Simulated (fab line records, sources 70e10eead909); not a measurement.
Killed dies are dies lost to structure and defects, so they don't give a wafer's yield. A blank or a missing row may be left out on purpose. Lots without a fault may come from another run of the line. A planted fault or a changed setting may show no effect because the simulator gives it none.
Chamber matching | flow nand_harc | NHARC_A_BLC_STRIP_29 on rie_diel-04: 4 sister chambers
The step strips in CF4. 4 wafers are shown with their chamber, then 7 later ones without.

WAFERS WITH THEIR CHAMBER
wafer  | chamber | drypump_motor_current_A (A)
L645.2 | 1       | 5.7
L645.3 | 0       | 5.6
L650.3 | 2       | 5.9
L650.5 | 3       | 6.4

WAFERS WITHOUT THEIR CHAMBER
wafer  | drypump_motor_current_A (A)
L650.6 | 5.6
L651.1 | 5.8
L651.3 | 5.6
L651.5 | 5.6
L652.2 | 5.6
L652.3 | 5.7
L652.4 | 6.0

WHICH CHAMBER EACH WENT THROUGH
wafer  | from the rows above          | in truth
L650.6 | can't be placed: 0 or 1      | 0
L651.1 | can't be placed: 1 or 2 or 0 | 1
L651.3 | can't be placed: 0 or 1      | 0
L651.5 | can't be placed: 0 or 1      | 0
L652.2 | can't be placed: 0 or 1      | 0
L652.3 | can't be placed: 1 or 0      | 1
L652.4 | 2                            | 2
Placed correctly: 1 of 7. Can't be placed from these rows: 6 (the true chamber is among the candidates in 6). Placed wrongly: 0.
How it was worked out, from the rows above alone: a wafer's distance from a chamber is the root of the sum, over the readings, of the square of ((its reading less the chamber's mean) divided by the reading's scatter). The wafer belongs to the nearest chamber; if the next one is less than 2 further off, it can't be placed. A chamber's mean is the mean of its shown wafers. The scatter: with one shown wafer a chamber, the root of the mean of the squares of how far each hidden wafer lies from its nearest shown one.
